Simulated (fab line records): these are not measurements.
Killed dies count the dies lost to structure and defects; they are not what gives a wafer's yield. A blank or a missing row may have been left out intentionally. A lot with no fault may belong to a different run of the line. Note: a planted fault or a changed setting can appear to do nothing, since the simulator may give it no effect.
Chamber matching / flow n5Finfet / N5_BEOL_M2_ETCH_70 on rieDiel-01 has 4 sister chambers
The step etches SOC in N2/H2, target depth 80 nm, overetch 24 nm, time 130 s. 4 wafers are shown with their chamber, then 7 later ones without.

WAFERS PAIRED WITH THEIR CHAMBERS
wafer=L088.3; chamber=3; drypumpMotorCurrentA (A)=5.8
wafer=L088.4; chamber=1; drypumpMotorCurrentA (A)=4.8
wafer=L089.1; chamber=0; drypumpMotorCurrentA (A)=5.3
wafer=L089.3; chamber=2; drypumpMotorCurrentA (A)=5.5

WAFERS MISSING THEIR CHAMBER
wafer=L089.6; drypumpMotorCurrentA (A)=5.5
wafer=L091.1; drypumpMotorCurrentA (A)=5.8
wafer=L091.5; drypumpMotorCurrentA (A)=5.4
wafer=L091.6; drypumpMotorCurrentA (A)=5.8
wafer=L096.2; drypumpMotorCurrentA (A)=5.5
wafer=L096.4; drypumpMotorCurrentA (A)=5.4
wafer=L096.6; drypumpMotorCurrentA (A)=5.5

WHICH CHAMBER EACH ONE RAN IN
wafer=L089.6; from the rows above=2; in truth=2
wafer=L091.1; from the rows above=3; in truth=3
wafer=L091.5; from the rows above=can't be placed: 2 or 0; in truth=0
wafer=L091.6; from the rows above=3; in truth=3
wafer=L096.2; from the rows above=2; in truth=2
wafer=L096.4; from the rows above=can't be placed: 2 or 0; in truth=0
wafer=L096.6; from the rows above=2; in truth=2
Correct placement for 5 of the 7. Can't be placed from these rows: 2 (the true chamber is among the candidates in 2). Placed wrongly: 0.
How it was worked out, from the rows above alone: a wafer's distance from a chamber is the root of the sum, over the readings, of the square of ((its reading less the chamber's mean) divided by the reading's scatter). The wafer belongs to the nearest chamber; if the next one is less than 2 further off, it can't be placed. The mean given for a chamber averages the wafers shown for that chamber. The scatter: root of mean squared gap, hidden wafer to nearest shown wafer, with one shown wafer a chamber.
